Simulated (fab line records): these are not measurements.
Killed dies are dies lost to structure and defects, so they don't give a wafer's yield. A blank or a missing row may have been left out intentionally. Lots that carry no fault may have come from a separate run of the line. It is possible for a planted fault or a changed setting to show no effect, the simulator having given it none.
One fault seen from 2 desks | flow nandHarc | what lay behind the numbers comes last; until then each desk has only its own

== THE TOOL OWNER'S DESK: lithoTrack-06 ==
The tool's own readings at NHARC_A_SLIT_SOFTBAKE_04 (time 55 s): means of the sampled wafers that have a number, for each lot that ran on this tool. The brackets show how far a lot's mean lies from the usual mean; more than 4 standard deviations puts the lot out of limits, marked OUT.
Columns: A = heaterPowerTotalW at NHARC_A_SLIT_SOFTBAKE_04, usual 188.44 W
lot  | first seen here | A
L408 | day 20 04:00    | 188.41
L412 | day 22 02:00    | 191.55 (+24) OUT
L413 | day 23 08:00    | 190.05 (+12) OUT
L423 | day 26 20:00    | 188.44
L424 | day 27 04:00    | 188.40
L427 | day 28 21:00    | 188.38
L429 | day 29 13:00    | 188.40
This desk finds L412, L413 out of limits, L412 being first, at day 22 02:00 (heaterPowerTotalW at NHARC_A_SLIT_SOFTBAKE_04). In limits: L408, L423, L424, L427, L429.

== FROM THE METROLOGY DESK ==
Lot by lot, what the gauges showed, no matter which tool ran the lot: averages of those sampled wafers that carry a number. The brackets show how far a lot's mean lies from the usual mean; more than 4 standard deviations puts the lot out of limits, marked OUT.
Columns: A = cdNm at NHARC_A_SGD_CUT_CD_MEAS_09, usual 99.9 nm
lot  | first seen here | A
L407 | day 19 08:32    | 100.6
L408 | day 19 16:29    | 99.8
L412 | day 21 10:21    | 100.4
L413 | day 22 21:22    | 99.9
L419 | day 24 11:07    | 99.9
L423 | day 26 05:14    | 100.0
L424 | day 26 13:07    | 99.2
L422 | day 26 13:25    | 99.4
L426 | day 27 15:47    | 99.9
L427 | day 28 10:02    | 99.8
L428 | day 28 10:22    | 99.6
L429 | day 28 21:56    | 99.3
Result from this desk: across the 12 lots, nothing is out of limits.

== ALL TOGETHER ==
An alarm could have come from the tool owner's desk at day 22 02:00, on L412, L413.
At the metrology desk, nothing out of limits was observed.
The metrology desk holds a record of L412, L413, inside its limits.
NHARC_A_SLIT_SOFTBAKE_04 was run on lithoTrack-06 by each of the lots named.

== WHAT HAD BEEN PUT IN BY THE SIMULATOR ==
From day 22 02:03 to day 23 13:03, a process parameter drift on lithoTrack-06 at NHARC_A_SLIT_SOFTBAKE_04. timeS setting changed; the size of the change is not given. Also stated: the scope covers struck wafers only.
Lots struck among those shown: L412, L413.
